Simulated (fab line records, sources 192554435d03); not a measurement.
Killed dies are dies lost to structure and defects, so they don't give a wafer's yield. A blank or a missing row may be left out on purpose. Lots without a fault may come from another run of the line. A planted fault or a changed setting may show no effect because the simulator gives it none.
Chamber matching | flow n5_finfet | N5_SDB_HM_DEP_00 on pecvd-04: 3 sister chambers
The step deposits SiNx from SiH4/NH3/N2, target thk 40 nm, time 35.3 s. 3 wafers are shown with their chamber, then 10 later ones without.

WAFERS WITH THEIR CHAMBER
wafer  | chamber | showerhead_plenum_p_Torr (Torr)
L086.3 | 0       | 5.09
L087.1 | 2       | 5.28
L087.3 | 1       | 5.00

WAFERS WITHOUT THEIR CHAMBER
wafer  | showerhead_plenum_p_Torr (Torr)
L087.6 | 5.28
L089.1 | 5.29
L089.5 | 5.01
L089.6 | 5.28
L090.1 | 5.00
L090.3 | 5.29
L090.4 | 5.02
L097.1 | 5.00
L097.3 | 5.09
L097.5 | 5.02

WHICH CHAMBER EACH WENT THROUGH
wafer  | from the rows above | in truth
L087.6 | 2                   | 2
L089.1 | 2                   | 2
L089.5 | 1                   | 1
L089.6 | 2                   | 2
L090.1 | 1                   | 1
L090.3 | 2                   | 2
L090.4 | 1                   | 1
L097.1 | 1                   | 1
L097.3 | 0                   | 0
L097.5 | 1                   | 1
Placed correctly: 10 of 10. Can't be placed from these rows: 0. Placed wrongly: 0.
How it was worked out, from the rows above alone: a wafer's distance from a chamber is the root of the sum, over the readings, of the square of ((its reading less the chamber's mean) divided by the reading's scatter). The wafer belongs to the nearest chamber; if the next one is less than 2 further off, it can't be placed. A chamber's mean is the mean of its shown wafers. The scatter: with one shown wafer a chamber, the root of the mean of the squares of how far each hidden wafer lies from its nearest shown one.
